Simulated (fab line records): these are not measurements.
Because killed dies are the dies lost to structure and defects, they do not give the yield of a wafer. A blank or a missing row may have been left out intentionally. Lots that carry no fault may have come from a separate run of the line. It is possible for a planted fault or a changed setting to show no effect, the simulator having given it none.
Comparing a struck lot with a sound one -- flow n5Finfet -- 36 steps out of a route of 1938
Sound: these wafers, L563.1, L563.3, L563.5. Struck: wafer L576.4. (L576.6 of the same lot was not struck and is left out.) The cause comes at the end.
At each step with rows: each side's tool, then ch and its chambers, then its first start. Under that, the readings that differ: sound wafers -- struck wafers -- difference of the means -- sigmas: that difference in standard deviations of wafers without a fault.
alike: readings with means less than 2 such deviations apart, plus words and numbers identical on both sides. not compared: withheld readings, readings lacking a value on some wafer, bounds such as >300 that could conceal the same value, and numbers that have no deviation in the record and whose values overlap.
The two part at a step that has a row with sigmas, a row that says differs or no value, or rows on one side only. When numbers do not overlap yet have no deviation, they are printed without sigmas and do not part them. A reading that every wafer of one side lacks parts them only if that side has two wafers or more.

first, 7 steps without rows for these wafers: N5_SD_ACTIVATION_RTA_00 (time 0 s); N5_SD_ACTIVATION_LSA_01 (time 0.0008 s); N5_ILD0_LINER_00 (material SiNx, target thk 4 nm, pulse time 1 s, purge time 2 s); N5_ILD0_FCVD_FILL_01 (material SiO2 flowable, target thk 200 nm, time 328.3 s); N5_ILD0_CURE_02 (time 1800 s); N5_ILD0_CMP_03 (polishes, stops on SiNx, t overpolish 1.9 s, target thk 197.38 nm); N5_ILD0_CMP_07 (polishes SiO2 flowable, stops on poly-Si, t overpolish 1.18 s, target thk 138.88 nm).
N5_ILD0_PRECLEAN_10: cleans in NF3:NH3, afs cycles 5, time 20 s, sublimation time 60 s.
  sound on remotePlasma-02 ch 0, day 3 19:52; struck on remotePlasma-02 ch 0, day 7 02:05
reading,sound,struck,difference,sigmas
rfPowerW (W),30.14 30.09 30.12,29.95,-0.17,-2
timeS (s),20 20 20,11.263,-8.737,
model.SiO2_flowable_of_ILD0_FCVD_FILL_01.thkNm (nm),120.4 118.4 119.4,126.8,+7.4,
  alike: pressureTorr
then, 24 steps without rows for these wafers: N5_ILD0_ALD_15 (deposits SiNx, target thk 24 nm, pulse time 1 s, ald cycles 480); N5_ILD0_CMP_12 (polishes SiNx, stops on poly-Si, t overpolish 6 s, target thk 17.67 nm); N5_SDB_HM_DEP_00 (deposits SiNx from SiH4/NH3/N2, target thk 40 nm, time 35.3 s); N5_SDB_COAT_03 (time 60 s, resist thk 100 nm); N5_SDB_COAT_04 (time 60 s, resist thk 18 nm); N5_SDB_COAT_05 (resist thk 90 nm); N5_SDB_EBR_07; N5_SDB_SOFTBAKE_06 (time 60 s); N5_SDB_EXPOSE_08 (exposes mask SDB); N5_SDB_PEB_09 (peb time 60 s); N5_SDB_DEVELOP_10 (develop time 30 s); N5_SDB_DESCUM_16 (chemistry O2, time 7.9 s); N5_SDB_ETCH_17 (etches SiARC in CF4, target depth 23.4 nm, time 39 s); N5_SDB_ETCH_18 (etches SOC in N2/H2, target depth 100 nm, overetch 20 nm, time 150 s); N5_SDB_STRIP_19 (strips in N2/H2); N5_SDB_STRIP_21 (strips in CF4); N5_SDB_HM_OPEN_20 (chemistry CH3F/O2, target SiNx, stops on poly-Si, target depth 24 nm); N5_SDB_STRIP_22 (strips in N2/H2); N5_SDB_PRECLEAN_23 (cleans in dHF, time 30 s); N5_SDB_DUMMY_REMOVE_24 (chemistry TMAH, target poly-Si, stops on SiO2, target depth 142 nm, time 57 s, rinse time 30 s); N5_SDB_ETCH_25 (etches SiO2 in C4F6/O2, target depth 10 nm, time 3.3 s); N5_SDB_CUT_ETCH_26 (etches Si in HBr/Cl2/O2, target depth 129.6 nm, bt time 20 s, time 51.8 s); N5_SDB_PRECLEAN_38 (cleans in dHF, time 10 s); N5_SDB_PRECLEAN_39 (cleans in O3/DIW, time 45 s).
N5_GATE_CUT_THK_MEAS_24:
  struck on filmMetro-02, day 8 02:38; sound on filmMetro-01, day 4 21:43
reading,sound,struck,difference,sigmas
GC_FILL_THK (nm),218.5 218.6 220.4,230.3,+11.1,+6
N5_MOL_CONTACT_COAG_WET_ETCH_116: etches the open film in SC1-inhibited, target depth 4.6 nm, rinse time 30 s.
  sound on wetBench-01 ch 1,4,5, day 5 04:52; struck on wetBench-03 ch 3, day 8 12:30
reading,sound,struck,difference,sigmas
model.SiO2_flowable_of_ILD0_FCVD_FILL_01.thkNm (nm),112.2 110.4 111.4,118.2,+6.9,
-- the record jumps here: 4 days lie between the struck wafers' starts before and after (it left off in module MOL_CONTACT_COAG and takes up again in module BEOL_M4, whose first step shown is number 1111 of the route) --
N5_BEOL_M4_RC_MEAS_101:
  sound on prober-02 ch 0, day 8 20:25; struck on prober-01 ch 0, day 12 16:41
  alike: DIBL_N, DIBL_P, IOFF_N, IOFF_P, ION_N, ION_P, SS_N, SS_P, VT_N, VT_P
-- the record jumps here: 4 days lie between the struck wafers' starts before and after (it left off in module BEOL_M4 and takes up again in module PASSIVATION, whose first step shown is number 1936 of the route) --
N5_PASSIVATION_PROBE_49:
  struck on prober-01, day 17 03:13; sound on prober-01, day 13 04:36
reading,sound,struck,difference,sigmas
killed_at_M4_up,11 12 4,30,+21,+4
  alike: defectLimitedYield, killed_at_M0_to_M3, killedAtContacts, killedAtFrontEnd, killedAtOther, killedDies, killedOpen, killedShort, sort_bin_5_function, sort_bin_6_memory, sortNPass, sortYieldPct

== WHERE THEY PART ==
At N5_ILD0_PRECLEAN_10 first; at N5_PASSIVATION_PROBE_49 last (within this record only).

WHY: the cause the simulator had injected
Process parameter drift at N5_ILD0_PRECLEAN_10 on remotePlasma-02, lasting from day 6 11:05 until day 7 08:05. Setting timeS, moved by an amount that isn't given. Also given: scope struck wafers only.
